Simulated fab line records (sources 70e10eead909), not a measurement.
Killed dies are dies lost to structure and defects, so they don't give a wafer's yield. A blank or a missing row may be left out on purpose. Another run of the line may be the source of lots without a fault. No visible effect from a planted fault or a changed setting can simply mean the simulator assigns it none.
Which tool did it?	flow nand-harc	39 wafers from 13 lots sampled at 5 of the route's 1159 steps

== WHAT THE GAUGES SHOWED, per wafer ==
NHARC_END_SORT_01. Usual: defect-limited-yield 95.7 %, standard deviation 1.5; killed-at-array 25, standard deviation 9.5; killed-at-other 0.8, standard deviation 1.2; killed-at-periphery 3.4, standard deviation 2.2; killed-dies 29, standard deviation 10; killed-open 3.3, standard deviation 1.8; killed-short 2.1, standard deviation 1.4; sort_bin_2_pct 1.4 %, standard deviation 0.63; sort_bin_3_pct 0.22 %, standard deviation 0.2; sort_bin_4_pct 2.7 %, standard deviation 0.96; sort-n-pass 648, standard deviation 10; sort-rim-yield-pct 95.6 %, standard deviation 2.8; sort-yield-pct 95.7 %, standard deviation 1.5.
lot	measured	on	defect-limited-yield (%)	killed-at-array	killed-at-other	killed-at-periphery	killed-dies	killed-open	killed-short	sort_bin_2_pct (%)	sort_bin_3_pct (%)	sort_bin_4_pct (%)	sort-n-pass	sort-rim-yield-pct (%)	sort-yield-pct (%)	flag
L343	day 22 06:58	prober-02	95.0 95.3 97.2	29 26 15	0 0 0	5 6 4	34 32 19	6 4 3	3 1 3	2.5 1.9 0.9	0.30 0.15 0	2.2 2.7 1.9	643 645 658	100.0 98.1 95.3	95.0 95.3 97.2	
L341	day 23 07:20	prober-02	96.0 95.6 95.3	19 23 19	2 5 1	6 2 12	27 30 32	7 1 2	3 3 2	1.3 1.6 1.5	0.15 0.30 0.44	2.5 2.5 2.8	650 647 645	94.3 99.1 89.6	96.0 95.6 95.3	
L349	day 24 10:02	prober-01	0 0 0	30 31 25	0 0 2	647 646 650	677 677 677	2 3 5	2 3 2	96.2 96.3 96.8	0.30 0.30 0.30	3.5 3.4 3.0	0 0 0	0 0 0	0 0 0	OFF
L351	day 25 08:16	prober-01	0 0 0	14 26 15	0 2 0	663 649 662	677 677 677	4 4 5	0 2 0	98.4 96.6 98.4	0 0 0.30	1.6 3.4 1.3	0 0 0	0 0 0	0 0 0	OFF

== EACH LOT AND THE TOOL THAT RAN IT (in order: tool; ch and the chambers of the sampled wafers; start) ==
lot	NHARC_P_M1_DEP_00	NHARC_A_BONDPAD_PRE_CLEAN_26	NHARC_THIN_TSV_CMP_01	NHARC_THIN_TSV_ANNEAL_52
L330	pecvd-02 ch 0,1, day 6 02:23	pvd-sputter-02, day 19 00:37 or earlier	cmp-03 ch 1,2,3, day 19 00:37	rtp-anneal-01 ch 0, day 19 06:02
L331	pecvd-02 ch 0,1,2, day 6 11:35	pvd-sputter-01, day 19 01:47 or earlier	cmp-03 ch 1,2, day 19 01:47	rtp-anneal-01 ch 0, day 19 07:40
L332	pecvd-04 ch 0,1,2, day 6 12:00	pvd-sputter-02, day 19 07:27 or earlier	cmp-04 ch 1,2,3, day 19 07:27	rtp-anneal-01 ch 0, day 19 12:41
L333	pecvd-04 ch 0,2, day 6 21:11	pvd-sputter-01, day 19 06:09 or earlier	cmp-03 ch 0,2, day 19 06:09	rtp-anneal-01 ch 0, day 19 11:25
L336	pecvd-04 ch 0, day 7 14:55	pvd-sputter-01, day 20 12:47 or earlier	cmp-01 ch 1,2, day 20 12:47	rtp-anneal-01 ch 0, day 20 18:08
L335	pecvd-04 ch 0,2, day 7 15:46	pvd-sputter-01, day 20 23:27 or earlier	cmp-04 ch 0,3, day 20 23:27	rtp-anneal-01 ch 0, day 21 04:47
L340	pecvd-03 ch 1,2, day 8 06:46	pvd-sputter-01, day 21 03:02 or earlier	cmp-01 ch 0,1,3, day 21 03:02	rtp-anneal-02 ch 0, day 21 08:26
L343	pecvd-02 ch 0,2, day 9 03:38	pvd-sputter-03, day 21 06:41 or earlier	cmp-04 ch 1,2,3, day 21 06:41	rtp-anneal-02 ch 0, day 21 12:00
L341	pecvd-04 ch 0,1,2, day 10 00:22	pvd-sputter-03, day 22 15:04 or earlier	cmp-03 ch 0,1,2, day 22 15:04	rtp-anneal-01 ch 0, day 22 20:29
L345	pecvd-04 ch 0,1,2, day 10 09:17	pvd-sputter-02, day 23 05:47 or earlier	cmp-03 ch 1,2, day 23 05:47	rtp-anneal-02 ch 0, day 23 11:37
L349	pecvd-04 ch 0,1,2, day 10 20:08	-	-	-
L351	pecvd-04 ch 0,1, day 11 09:10	-	-	-
L353	pecvd-02 ch 0,1,2, day 11 18:20	pvd-sputter-01, day 24 09:34 or earlier	cmp-04 ch 0,2,3, day 24 09:34	rtp-anneal-01 ch 0, day 24 15:23
- NHARC_P_M1_DEP_00: deposits SiOC, target thk 182.5 nm.
- NHARC_A_BONDPAD_PRE_CLEAN_26: time 30 s.
- NHARC_THIN_TSV_CMP_01: polishes.
- NHARC_THIN_TSV_ANNEAL_52: time 90 s.

== WHAT THE TOOLS THEMSELVES READ (means of the sampled wafers that have a number; where no wafer has one, the mark that the record gives instead) ==
NHARC_P_M1_DEP_00. Usual: showerhead-vpp-V 1520 V, standard deviation 73.
lot	tool	showerhead-vpp-V (V)	flag
L330	pecvd-02	1562	
L331	pecvd-02	1548	
L332	pecvd-04	1505	
L333	pecvd-04	1457	
L336	pecvd-04	1410	
L335	pecvd-04	1449	
L340	pecvd-03	1516	
L343	pecvd-02	1564	
L341	pecvd-04	1493	
L345	pecvd-04	1511	
L349	pecvd-04	1495	
L351	pecvd-04	1499	
L353	pecvd-02	1560	

NHARC_A_BONDPAD_PRE_CLEAN_26. Usual: heater-power-w 427 W, standard deviation 43.
lot	tool	heater-power-w (W)	flag
L330	pvd-sputter-02	455	
L331	pvd-sputter-01	409	
L332	pvd-sputter-02	465	
L333	pvd-sputter-01	413	
L336	pvd-sputter-01	421	
L335	pvd-sputter-01	418	
L340	pvd-sputter-01	418	
L343	pvd-sputter-03	461	
L341	pvd-sputter-03	435	
L345	pvd-sputter-02	463	
L353	pvd-sputter-01	437	

NHARC_THIN_TSV_CMP_01. Usual: motor-current-A 12.3 A, standard deviation 1.2; slurry-flow-ml-min 150.0, standard deviation 0.46.
lot	tool	motor-current-A (A)	slurry-flow-ml-min	flag
L330	cmp-03	12.0	149.9	
L331	cmp-03	11.7	150.0	
L332	cmp-04	11.7	150.2	
L333	cmp-03	12.4	150.1	
L336	cmp-01	12.3	149.5	
L335	cmp-04	11.2	149.5	
L340	cmp-01	13.7	150.0	
L343	cmp-04	11.9	149.7	
L341	cmp-03	12.3	150.0	
L345	cmp-03	12.2	150.0	
L353	cmp-04	11.8	149.8	

NHARC_THIN_TSV_ANNEAL_52. Usual: wafer_temp_C_max 226.1, standard deviation 0.3.
lot	tool	wafer_temp_C_max	flag
L330	rtp-anneal-01	225.8	
L331	rtp-anneal-01	226.5	
L332	rtp-anneal-01	226.2	
L333	rtp-anneal-01	226.1	
L336	rtp-anneal-01	226.1	
L335	rtp-anneal-01	226.4	
L340	rtp-anneal-02	225.7	
L343	rtp-anneal-02	226.1	
L341	rtp-anneal-01	226.4	
L345	rtp-anneal-02	225.8	
L353	rtp-anneal-01	226.5	

== THE ANSWER, worked out from the rows above alone ==
Rule: a lot counts as off when the mean over its wafers that have a number is more than 3 standard deviations away from the usual mean. A lot without any number at a reading at which 4 lots or more have one is off too. The other lots that the step has rows for count as sound. The gauges are gone through in route order, then the tools' own readings, and for those a lot's mean is taken as printed above. The first step at which some lot is off is used, and at that step the reading that is off furthest; a lot without a number counts as furthest.
Off, at NHARC_END_SORT_01 on killed-at-periphery: L349, L351. Neither off nor sound, because the step has no rows for them: L330, L331, L332, L333, L336, L335, L340, L345, L353.
If a tool, at a process step before that reading, ran all the lots that are off and no sound lot after the first of them, it fits. Gauges at NHARC_END_SORT_01: tried the same way as those tools. Because NHARC_A_BONDPAD_PRE_CLEAN_26 lacks a start for some lots, the hours and order of its lots are taken from NHARC_THIN_TSV_CMP_01. Undecided on this evidence; 2 tools fit (pecvd-04 at NHARC_P_M1_DEP_00, prober-01 at NHARC_END_SORT_01).

== WHAT THE SIMULATOR PUT IN ==
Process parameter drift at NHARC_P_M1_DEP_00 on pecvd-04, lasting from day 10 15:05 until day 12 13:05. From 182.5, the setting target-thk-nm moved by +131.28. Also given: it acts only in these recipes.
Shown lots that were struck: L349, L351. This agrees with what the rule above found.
